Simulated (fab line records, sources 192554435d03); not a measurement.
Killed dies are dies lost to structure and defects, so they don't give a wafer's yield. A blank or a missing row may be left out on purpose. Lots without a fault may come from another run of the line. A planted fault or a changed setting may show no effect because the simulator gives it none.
Which tool did it? | flow n5_finfet | 9 lots, 27 wafers sampled, at 7 steps of a route of 1938

WHAT THE GAUGES READ, wafer by wafer
N5_BEOL_M3_INSPECT_59: inspects for defects (darkfield).
lot  | measured     | on                | raw_defect_count
L326 | day 7 02:02  | defect_inspect-01 | 70 63 92
L327 | day 7 18:19  | defect_inspect-01 | 77 64 78
L332 | day 8 12:31  | defect_inspect-01 | 98 51 90
L336 | day 10 03:19 | defect_inspect-01 | 59 53 42
L335 | day 10 06:31 | defect_inspect-02 | 368 383 366
L334 | day 10 07:44 | defect_inspect-01 | 417 370 392
L340 | day 11 01:07 | defect_inspect-01 | 75 73 89
L341 | day 11 11:06 | defect_inspect-01 | 88 101 105
L347 | day 13 00:05 | defect_inspect-01 | 113 101 93

N5_BEOL_M4_INSPECT_13: inspects for defects (brightfield).
lot  | measured     | on                | raw_defect_count
L326 | day 7 03:05  | defect_inspect-01 | 400 303 292
L327 | day 7 19:32  | defect_inspect-01 | 316 394 448
L332 | day 8 13:13  | defect_inspect-01 | 415 360 468
L336 | day 10 05:38 | defect_inspect-02 | 306 461 434
L335 | day 10 08:50 | defect_inspect-01 | 599 645 651
L334 | day 10 08:56 | defect_inspect-02 | 952 696 968
L340 | day 11 02:11 | defect_inspect-01 | 549 524 428
L341 | day 11 12:44 | defect_inspect-01 | 416 475 544
L347 | day 13 01:46 | defect_inspect-01 | 400 508 362

N5_BEOL_M4_RC_MEAS_101.
lot  | measured     | on        | DIBL_N (mV/V)  | DIBL_P (mV/V)  | IOFF_N (nA/um)    | IOFF_P (nA/um)    | ION_N (uA/um) | ION_P (uA/um) | SS_N (mV/dec)  | SS_P (mV/dec)  | VT_N (mV)         | VT_P (mV)
L326 | day 7 14:05  | prober-01 | 36.3 35.6 36.4 | 35.8 34.9 35.2 | 0.162 0.149 0.160 | 0.194 0.182 0.188 | 674 654 655   | 458 449 453   | 71.9 71.7 71.4 | 73.4 73.3 74.0 | 249.4 250.6 249.2 | -251.8 -255.3 -251.0
L327 | day 8 04:02  | prober-02 | 36.6 36.5 37.0 | 35.3 34.2 35.8 | 0.157 0.150 0.172 | 0.211 0.201 0.227 | 666 667 672   | 463 459 464   | 71.3 72.1 71.7 | 72.8 73.1 73.0 | 249.4 252.6 248.8 | -248.3 -251.7 -248.0
L332 | day 9 11:40  | prober-01 | 36.4 33.3 35.5 | 36.7 33.2 35.5 | 0.144 0.112 0.134 | 0.225 0.173 0.205 | 652 676 669   | 459 465 464   | 70.8 70.8 71.2 | 73.0 71.9 72.8 | 252.7 254.2 252.9 | -248.0 -249.8 -250.0
L336 | day 10 14:32 | prober-01 | 35.0 35.4 36.1 | 35.5 36.4 37.2 | 0.152 0.167 0.175 | 0.205 0.214 0.225 | 681 678 676   | 469 463 459   | 71.4 71.4 71.8 | 73.2 73.4 73.9 | 250.3 247.4 247.5 | -251.2 -250.8 -248.6
L335 | day 10 16:14 | prober-01 | 36.3 36.8 36.5 | 37.8 38.2 37.6 | 0.171 0.169 0.159 | 0.235 0.243 0.227 | 689 678 676   | 472 466 464   | 71.7 71.7 71.7 | 73.8 72.6 73.7 | 245.1 248.6 250.6 | -249.2 -249.1 -249.4
L334 | day 10 18:01 | prober-01 | 36.1 35.7 37.2 | 37.7 37.2 39.5 | 0.172 0.164 0.199 | 0.219 0.210 0.248 | 683 677 689   | 464 464 465   | 71.6 72.1 72.6 | 73.4 73.6 75.0 | 248.2 248.6 244.6 | -248.6 -251.2 -247.5
L340 | day 11 14:03 | prober-01 | 37.2 36.6 36.7 | 36.8 36.3 36.4 | 0.174 0.165 0.160 | 0.223 0.218 0.224 | 675 671 678   | 460 460 467   | 72.2 71.4 72.6 | 73.9 73.3 73.4 | 251.4 248.3 253.3 | -249.7 -249.7 -249.6
L341 | day 11 19:55 | prober-02 | 36.7 35.7 34.9 | 37.1 36.7 35.7 | 0.162 0.147 0.131 | 0.224 0.218 0.195 | 672 673 666   | 470 466 462   | 71.6 71.1 71.6 | 73.3 73.3 73.3 | 249.7 252.8 253.9 | -247.1 -246.9 -247.2
L347 | day 13 12:11 | prober-01 | 36.0 37.5 36.9 | 36.4 38.9 38.2 | 0.163 0.194 0.180 | 0.219 0.256 0.244 | 675 671 674   | 461 460 465   | 71.3 71.9 71.4 | 73.2 73.7 73.9 | 246.9 245.0 247.3 | -248.3 -248.7 -248.9

WHICH TOOL RAN EACH LOT (tool, then ch and the chambers of the sampled wafers, then the start)
lot  | N5_BEOL_M3_SPUTTER_96        | N5_BEOL_M3_CMP_52             | N5_BEOL_M3_PRE_CLEAN_60          | N5_BEOL_M4_PECVD_72
L326 | pvd_sputter-03, day 7 00:57  | cmp-01 ch 0,1,3, day 7 01:29  | cvd_co-01 ch 0,2, day 7 01:46    | pecvd-03 ch 0,1, day 7 02:11
L327 | pvd_sputter-01, day 7 17:13  | cmp-01 ch 0,2,3, day 7 17:47  | cvd_co-02 ch 0,2, day 7 18:04    | pecvd-04 ch 0,2, day 7 18:27
L332 | pvd_sputter-03, day 8 11:26  | cmp-01 ch 0,1,2, day 8 11:58  | cvd_co-02 ch 0,2, day 8 12:16    | pecvd-03 ch 0,1, day 8 12:40
L336 | pvd_sputter-02, day 10 02:04 | cmp-01 ch 0,2,3, day 10 02:35 | cvd_co-01 ch 0,1,2, day 10 03:02 | pecvd-03 ch 0,2, day 10 03:28
L335 | pvd_sputter-02, day 10 05:25 | cmp-01 ch 0,2,3, day 10 05:55 | cvd_co-02 ch 0,2, day 10 06:16   | pecvd-03 ch 0,1,2, day 10 06:40
L334 | pvd_sputter-03, day 10 06:32 | cmp-01 ch 0,1,2, day 10 07:10 | cvd_co-01 ch 0,1,2, day 10 07:27 | pecvd-04 ch 0,1, day 10 07:54
L340 | pvd_sputter-01, day 11 00:02 | cmp-03 ch 1,2,3, day 11 00:34 | cvd_co-01 ch 0,1,2, day 11 00:52 | pecvd-01 ch 1,2, day 11 01:16
L341 | pvd_sputter-02, day 11 09:45 | cmp-03 ch 0,1,3, day 11 10:31 | cvd_co-02 ch 0,1,2, day 11 10:51 | pecvd-04 ch 0,2, day 11 11:14
L347 | pvd_sputter-02, day 12 22:59 | cmp-03 ch 0,1,3, day 12 23:30 | cvd_co-01 ch 0,1,2, day 12 23:50 | pecvd-04 ch 0,2, day 13 00:13
- N5_BEOL_M3_SPUTTER_96: material Cu, target thk 4.5 nm, time 8.29 s.
- N5_BEOL_M3_CMP_52: polishes, stops on SiOC, t overpolish 6.8 s, target thk 40 nm.
- N5_BEOL_M3_PRE_CLEAN_60: time 15 s.
- N5_BEOL_M4_PECVD_72: deposits SiO2 from TEOS/O2, target thk 16 nm, time 18 s.

WHAT THE TOOLS THEMSELVES READ (means of the sampled wafers that have a number; where no wafer has one, the mark that the record gives instead)
N5_BEOL_M3_SPUTTER_96.
lot  | tool           | chamber_pressure_pa (Pa) | substrate_temp_c (C) | throttle_valve_pct (%)
L326 | pvd_sputter-03 | 0.07                     | -19.91               | 29.9
L327 | pvd_sputter-01 | 0.07                     | -20.01               | 30.1
L332 | pvd_sputter-03 | 0.07                     | -20.05               | 30.6
L336 | pvd_sputter-02 | 0.07                     | -20.12               | 29.5
L335 | pvd_sputter-02 | 0.07                     | -20.01               | 29.2
L334 | pvd_sputter-03 | 0.07                     | -20.08               | 29.7
L340 | pvd_sputter-01 | 0.07                     | -20.03               | 30.2
L341 | pvd_sputter-02 | 0.07                     | -19.88               | 29.3
L347 | pvd_sputter-02 | 0.07                     | -19.87               | 30.4

N5_BEOL_M3_CMP_52.
lot  | tool   | barrier_field_endpoint_s (s) | motor_current_A (A) | overpolish_run_s (s) | time_to_endpoint_s (s)
L326 | cmp-01 | 25.0                         | 6.3                 | 6.802                | 62.1
L327 | cmp-01 | 25.2                         | 6.5                 | 6.802                | 64.6
L332 | cmp-01 | 24.4                         | 6.7                 | 6.802                | 62.0
L336 | cmp-01 | 23.7                         | 6.6                 | 6.798                | 59.7
L335 | cmp-01 | 24.3                         | 6.6                 | 6.804                | 60.7
L334 | cmp-01 | 24.6                         | 6.6                 | 6.805                | 62.9
L340 | cmp-03 | 24.7                         | 5.8                 | 6.805                | 64.7
L341 | cmp-03 | 25.1                         | 6.0                 | 6.793                | 63.4
L347 | cmp-03 | 24.5                         | 6.2                 | 6.803                | 59.9

N5_BEOL_M3_PRE_CLEAN_60.
lot  | tool      | heater_power_w (W)
L326 | cvd_co-01 | 60
L327 | cvd_co-02 | 87
L332 | cvd_co-02 | 91
L336 | cvd_co-01 | 64
L335 | cvd_co-02 | 87
L334 | cvd_co-01 | 63
L340 | cvd_co-01 | 64
L341 | cvd_co-02 | 77
L347 | cvd_co-01 | 63

N5_BEOL_M4_PECVD_72.
lot  | tool     | heater_power_w (W) | showerhead_plenum_p_Torr (Torr) | throttle_valve_pct (%)
L326 | pecvd-03 | 658                | 8.76                            | 21.8
L327 | pecvd-04 | 707                | 8.75                            | 22.5
L332 | pecvd-03 | 624                | 8.76                            | 21.7
L336 | pecvd-03 | 674                | 8.75                            | 21.8
L335 | pecvd-03 | 666                | 8.74                            | 21.7
L334 | pecvd-04 | 697                | 8.74                            | 22.6
L340 | pecvd-01 | 540                | 8.81                            | 22.1
L341 | pecvd-04 | 678                | 8.75                            | 21.5
L347 | pecvd-04 | 697                | 8.76                            | 21.3

THE ANSWER, worked out from the rows above alone
Rule: what is usual is taken from the lots themselves. Put in order of their means at a reading, lots are off if they are a third of the lots or fewer, leave a main group of 4 or more, and stand apart from it by a gap of 3 or more times the standard deviation of the main group's means; of several such gaps the widest counts. A main group whose means are all the same, to the digits that the tables above print for the reading, isn't used. A lot without any number at a reading at which 4 lots or more have one is off too. The other lots that the step has rows for count as sound. The gauges are gone through in route order, then the tools' own readings, and for those a lot's mean is taken as printed above. The first step at which some lot is off is used, and at that step the reading that is off furthest; a lot without a number counts as furthest.
Off: L335, L334, at N5_BEOL_M3_INSPECT_59 (raw_defect_count). The main group: mean 80, standard deviation 16.
A tool fits if, at a process step before that reading, it ran every lot that is off, and no sound lot after the first of them. The gauges at N5_BEOL_M3_INSPECT_59 are tried like those tools. One fits: cmp-01 at N5_BEOL_M3_CMP_52. Its last sound lot is L336 (day 10 02:35), its first lot that is off L335 (day 10 05:55): a fault that began between those two fits.

WHAT THE SIMULATOR HAD PUT IN
Chamber particle source: cmp-01, from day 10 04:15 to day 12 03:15, at N5_BEOL_M3_CMP_52. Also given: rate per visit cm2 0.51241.
Lots struck among those shown: L335, L334. The rule above found the same.
